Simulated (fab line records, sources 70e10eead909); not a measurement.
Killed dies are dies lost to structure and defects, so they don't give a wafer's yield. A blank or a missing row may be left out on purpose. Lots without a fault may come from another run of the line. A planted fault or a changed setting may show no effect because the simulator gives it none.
fab line records | flow nand_harc
record lots=14 wafers=42 last_day=25
route steps=1159 shown P_BONDPAD@375 A_ONON_D1@428 END@1159
lots that met no fault: from a run of the same line without faults
start_h: hours from the record's first day to the start of the lot's first wafer shown | wait_h: hours since the lot's step before | " the same as in the row above | L1.1+2: a row that stands for several wafers | - no value, or no start given | * or withheld: withheld | < > ~ a bound
route shown NAME@n: a module of which the file shows steps, and the number in the route of the first | usual: mean/standard deviation of fault-free wafers | same: alike in all rows | chamber/n: place in a boat | sites: the reading at each site | _std_site: their standard deviation | _edge_site: outer sites' mean less inner sites' | radius_mm: how far each site lies from the wafer's centre | mask NAME#n: copy n | behind: the tool/chamber that last shaped the wafer | hold: why the lot was held/for how many hours/how that ended | device: the transistor (n, p or np) that didn't switch | end of line: the same wafers' tests at the end of the route | a step without rows: its recipe alone | killed: dies lost to structure and defects at the first sort, not the wafer's yield | map: a wafer's dies, x killed, . not, _ none there
set.NAME: the setting as run; set.NAME@STEP: as run at that earlier step | model.NAME: the simulator's own value behind a step, which no gauge read
steps of the route over a sample of lots; a table a step, a row a wafer
services: from which hour (start_h, from the record's first day; less than 0 if before it) a tool's chamber was out of use, for how many hours, and why
## steps
# step NHARC_P_BONDPAD_PRE_CLEAN_26
# recipe time_s=30 temp_c=280 gas=H2/He
# usual heater_power_w=415/50
# columns lot.wafer tool chamber start_h wait_h heater_power_w
L272.4 pvd_sputter-03 - - - 462
L272.5 " - " " 354
L272.6 " - " " 389
L276.2 pvd_sputter-01 - - - 395
L276.5 " - " " 483
L276.6 " - " " 399
L274.1 pvd_sputter-02 - - - 399
L274.4 " - " " 418
L274.6 " - " " 396
L277.2 pvd_sputter-03 - - - 471
L277.1 " - " " 366
L277.6 " - " " 456
L279.4 pvd_sputter-02 - - - 494
L279.3 " - " " 383
L279.6 " - " " 471
L280.4 pvd_sputter-01 - - - 360
L280.1 " - " " 482
L280.5 " - " " 426
L282.1 pvd_sputter-01 - - - 487
L282.4 " - " " 429
L282.5 " - " " 362
L281.4 pvd_sputter-02 - - - 405
L281.2 " - " " 426
L281.5 " - " " 399
L289.4 pvd_sputter-01 - - - 483
L289.2 " - " " 413
L289.6 " - " " 419
L290.3 pvd_sputter-03 - - - 462
L290.2 " - " " 359
L290.6 " - " " 466
L292.4 pvd_sputter-03 - - - 379
L292.1 " - " " 462
L292.6 " - " " 354
L293.4 pvd_sputter-03 - - - 471
L293.2 " - " " 377
L293.6 " - " " 455
L294.2 pvd_sputter-03 - - - 362
L294.3 " - " " 361
L294.5 " - " " 354
L295.2 pvd_sputter-03 - - - 466
L295.1 " - " " 355
L295.6 " - " " 458
# step NHARC_P_BONDPAD_PVD_27
# recipe target_thk_a=300 chamber_pressure_pa=5 power_w=5000 substrate_temp_c=30 time_s=20.49 material=Cu
# usual throttle_valve_pct=29.6/0.97
# columns lot.wafer tool chamber start_h wait_h throttle_valve_pct
L272.4 pvd_sputter-03 - - - 28.0
L272.5 " - " " 28.3
L272.6 " - " " 29.5
L276.2 pvd_sputter-01 - - - 29.4
L276.6 " - " " 29.4
L276.5 " - " " 28.3
L274.1 pvd_sputter-02 - - - 29.8
L274.4 " - " " 29.6
L274.6 " - " " 30.7
L277.2 pvd_sputter-03 - - - 29.4
L277.1 " - " " 29.7
L277.6 " - " " 29.4
L279.4 pvd_sputter-02 - - - 30.3
L279.3 " - " " 29.8
L279.6 " - " " 29.8
L280.1 pvd_sputter-01 - - - 30.1
L280.4 " - " " 29.3
L280.5 " - " " 29.1
L282.1 pvd_sputter-01 - - - 29.8
L282.4 " - " " 30.4
L282.5 " - " " 29.3
L281.4 pvd_sputter-02 - - - 30.6
L281.2 " - " " 29.7
L281.5 " - " " 27.8
L289.2 pvd_sputter-01 - - - 29.2
L289.4 " - " " 30.0
L289.6 " - " " 30.0
L290.2 pvd_sputter-03 - - - 29.7
L290.3 " - " " 28.0
L290.6 " - " " 29.4
L292.4 pvd_sputter-03 - - - 31.4
L292.1 " - " " 29.4
L292.6 " - " " 28.3
L293.2 pvd_sputter-03 - - - 29.5
L293.4 " - " " 28.3
L293.6 " - " " 31.4
L294.3 pvd_sputter-03 - - - 31.2
L294.2 " - " " 28.3
L294.5 " - " " 29.5
L295.2 pvd_sputter-03 - - - 29.6
L295.1 " - " " 29.7
L295.6 " - " " 29.5
# step NHARC_A_ONON_D1_DEP_06
# recipe target_thk_a=10000 n2_flow_sccm=2750 n2o_flow_sccm=2000 nh3_flow_sccm=500 sih4_flow_sccm=210 temp_c=400
# usual n2_flow_sccm=2750/8.6
# columns lot.wafer tool chamber start_h wait_h n2_flow_sccm
L272.4 pecvd_onon-02 0 165.80 0.2 2744
L272.5 " 0 " " 2747
L272.6 " 0 " " 2754
L276.2 pecvd_onon-04 0 180.07 0.1 2755
L276.5 " 0 " " 2753
L276.6 " 0 " " 2747
L274.1 pecvd_onon-01 0 180.15 0.1 2728
L274.4 " 0 " " 2736
L274.6 " 0 " " 2738
L277.1 pecvd_onon-02 0 187.66 0.1 2736
L277.2 " 0 " " 2740
L277.6 " 0 " " 2745
L279.3 pecvd_onon-02 0 195.40 0.2 2746
L279.4 " 0 " " 2750
L279.6 " 0 " " 2746
L280.1 pecvd_onon-02 0 207.24 0.1 2736
L280.4 " 0 " " 2738
L280.5 " 0 " " 2738
L282.1 pecvd_onon-04 0 217.81 0.1 2764
L282.4 " 0 " " 2748
L282.5 " 0 " " 2761
L281.2 pecvd_onon-02 0 228.15 0.1 2739
L281.4 " 0 " " 2741
L281.5 " 0 " " 2748
L289.2 pecvd_onon-01 0 259.01 0.3 2752
L289.4 " 0 " " 2761
L289.6 " 0 " " 2758
L290.2 pecvd_onon-01 0 266.76 0.1 2749
L290.3 " 0 " " 2753
L290.6 " 0 " " 2755
L292.1 pecvd_onon-04 0 276.21 0.1 2747
L292.4 " 0 " " 2737
L292.6 " 0 " " 2752
L293.2 pecvd_onon-01 0 276.48 0.1 2756
L293.4 " 0 " " 2758
L293.6 " 0 " " 2754
L294.2 pecvd_onon-04 0 288.23 0.1 2752
L294.3 " 0 " " 2748
L294.5 " 0 " " 2746
L295.1 pecvd_onon-04 0 293.31 0.1 2754
L295.2 " 0 " " 2760
L295.6 " 0 " " 2755
# step NHARC_A_ONON_D1_THK_MEAS_08
# recipe thk_meas_gauge=ellipsometry
# usual thk_nm=1001/8.6
# columns lot.wafer tool chamber start_h wait_h thk_nm
L272.4 film_metro-02 - 166.14 - 989
L272.5 " - " " 991
L272.6 " - " " 990
L276.2 film_metro-01 - 180.52 - 1000
L276.5 " - " " 999
L276.6 " - " " 998
L274.1 film_metro-02 - 180.66 - 1006
L274.4 " - " " 1007
L274.6 " - " " 1006
L277.1 film_metro-02 - 188.17 - 1004
L277.2 " - " " 1005
L277.6 " - " " 1006
L279.3 film_metro-01 - 195.79 - 1001
L279.4 " - " " 1001
L279.6 " - " " 1003
L280.1 film_metro-01 - 207.75 - 1542
L280.4 " - " " 1542
L280.5 " - " " 994
L282.1 film_metro-02 - 218.33 - 982
L282.4 " - " " 980
L282.5 " - " " 978
L281.2 film_metro-01 - 228.60 - 1548
L281.4 " - " " 1547
L281.5 " - " " 1003
L289.2 film_metro-01 - 259.47 - 1010
L289.4 " - " " 1014
L289.6 " - " " 1013
L290.2 film_metro-02 - 267.21 - 997
L290.3 " - " " 996
L290.6 " - " " 993
L292.1 film_metro-02 - 276.73 - 1003
L292.4 " - " " 1005
L292.6 " - " " 1006
L293.2 film_metro-02 - 276.94 - 1013
L293.4 " - " " 1012
L293.6 " - " " 1013
L294.2 film_metro-02 - 288.68 - 1006
L294.3 " - " " 1007
L294.5 " - " " 1007
L295.1 film_metro-02 - 293.83 - 1015
L295.2 " - " " 1015
L295.6 " - " " 1017
# step NHARC_END_SORT_01
# recipe temp_c=25
# usual killed_at_array=25/9.8 killed_at_other=0.8/1.1 killed_at_periphery=3.3/2.1 killed_dies=29/10 killed_open=3.3/1.8 killed_short=1.9/1.4
# same gross_dies=677
# columns lot.wafer tool chamber start_h wait_h killed_at_array killed_at_other killed_at_periphery killed_dies killed_open killed_short
L280.1 prober-01 0 502.11 2.5 673 0 4 677 1 0
L280.4 prober-01 0 504.49 3.4 671 0 6 677 4 1
L280.5 prober-01 0 505.28 3.7 19 0 5 24 2 2
L281.2 prober-02 0 510.65 2.8 670 4 3 677 4 1
L281.4 prober-02 0 512.24 3.4 671 3 3 677 1 3
L281.5 prober-02 0 513.04 3.7 35 1 1 37 0 2
# killed by level:class
L280.1 A_ONON_D1:area_dep=654 A_CONTACT:chamber_film_flake=6 A_CHANNEL_FILL_D1:chamber_film_flake=5 A_CHANNEL_HOLE_D1:chamber_film_flake=4 P_STI:chamber_film_flake=3 A_STAIRCASE:chamber_film_flake=3 A_CONTACT:geometric_particle:open=1 P_GATE:chamber_film_flake=1
L280.4 A_ONON_D1:area_dep=645 A_STAIRCASE:chamber_film_flake=8 A_CONTACT:chamber_film_flake=7 P_CONTACT:chamber_film_flake=4 A_CHANNEL_HOLE_D1:chamber_film_flake=3 A_ONON_D1:geometric_particle:open=2 P_GATE:chamber_film_flake=2 A_ZERO_WELL:chamber_film_flake=2
L280.5 A_STAIRCASE:chamber_film_flake=5 A_CHANNEL_HOLE_D1:chamber_film_flake=4 P_CONTACT:chamber_film_flake=3 A_CONTACT:chamber_film_flake=3 P_STI:chamber_film_flake=2 A_CHANNEL_FILL_D1:chamber_film_flake=2 A_CHANNEL_FILL_D1:geometric_particle:short=1 A_CHANNEL_FILL_D1:geometric_particle:open=1
L281.2 A_ONON_D1:area_dep=630 A_SLIT:chamber_film_flake=14 A_CHANNEL_HOLE_D1:chamber_film_flake=13 A_CONTACT:chamber_film_flake=4 THIN_TSV:chamber_film_flake=4 P_GATE:chamber_film_flake=2 A_CHANNEL_FILL_D1:chamber_film_flake=2 A_M0:chamber_film_flake=2
L281.4 A_ONON_D1:area_dep=647 A_CHANNEL_HOLE_D1:chamber_film_flake=10 A_SLIT:chamber_film_flake=5 THIN_TSV:chamber_film_flake=3 A_CHANNEL_FILL_D1:chamber_film_flake=2 A_STAIRCASE:chamber_film_flake=2 P_GATE:geometric_particle:short=1 P_M0:geometric_particle:short=1
L281.5 A_SLIT:chamber_film_flake=17 A_CHANNEL_HOLE_D1:chamber_film_flake=9 A_STAIRCASE:chamber_film_flake=3 A_M0:chamber_film_flake=2 A_ONON_D1:geometric_particle:short=1 A_CHANNEL_FILL_D1:geometric_particle:short=1 P_GATE:chamber_film_flake=1 A_SGD_CUT:chamber_film_flake=1
## services
# columns tool chamber start_h hours kind
pvd_sputter-03 - 149.10 1.8 repair
pvd_sputter-03 - 157.13 3.6 repair
pvd_sputter-01 - 161.99 10.0 pm
pecvd_onon-01 - 195.04 13.0 pm
pvd_sputter-02 - 214.06 10.0 pm
pvd_sputter-03 - 221.23 11.6 repair
pecvd_onon-04 - 237.37 13.0 pm
pvd_sputter-03 - 269.54 1.8 repair
pvd_sputter-01 - 272.98 0.5 repair
pvd_sputter-03 - 280.02 10.0 pm
pecvd_onon-02 - 292.00 13.0 pm
## key
first_sign step=NHARC_A_ONON_D1_THK_MEAS_08 reading=thk_nm direction=up sigmas=63 usual=1001 struck=1545
effect step=NHARC_END_SORT_01 reading=killed_at_array direction=up sigmas=66 usual=25 struck=671
more_kills_born_at NHARC_A_ONON_D1_DEP_06@pecvd_onon-02=2576
met_at NHARC_A_ONON_D1_DEP_06
struck_lots L280,L281
struck_wafers L280.1,L280.4,L281.2,L281.4
later_rows_left_out L280.1,L280.4,L281.2,L281.4
tester_left_out L280,L281
not_acting_at NHARC_P_BONDPAD_PRE_CLEAN_26,NHARC_P_BONDPAD_PVD_27
onset_between 195.40 207.24
fault kind=process_parameter_drift tool=pecvd_onon-02 chamber=- onset_h=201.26 steps=NHARC_A_ONON_D1_DEP_06 channel=target_thk_a offset=* shape=step end_h=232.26 scope=struck_wafers_only acts_in=* stated=*
# tester_left_out: of these lots the tester's yield and bins aren't shown, on N5 and GAA mostly nor the transistor test; their killed dies are dies lost to structure and defects alone, not to doping, threshold or leakage, so they don't give the yield
# later_rows_left_out: the simulator's readings of these wafers behind a module that went badly wrong aren't trusted and aren't shown, but for the sort
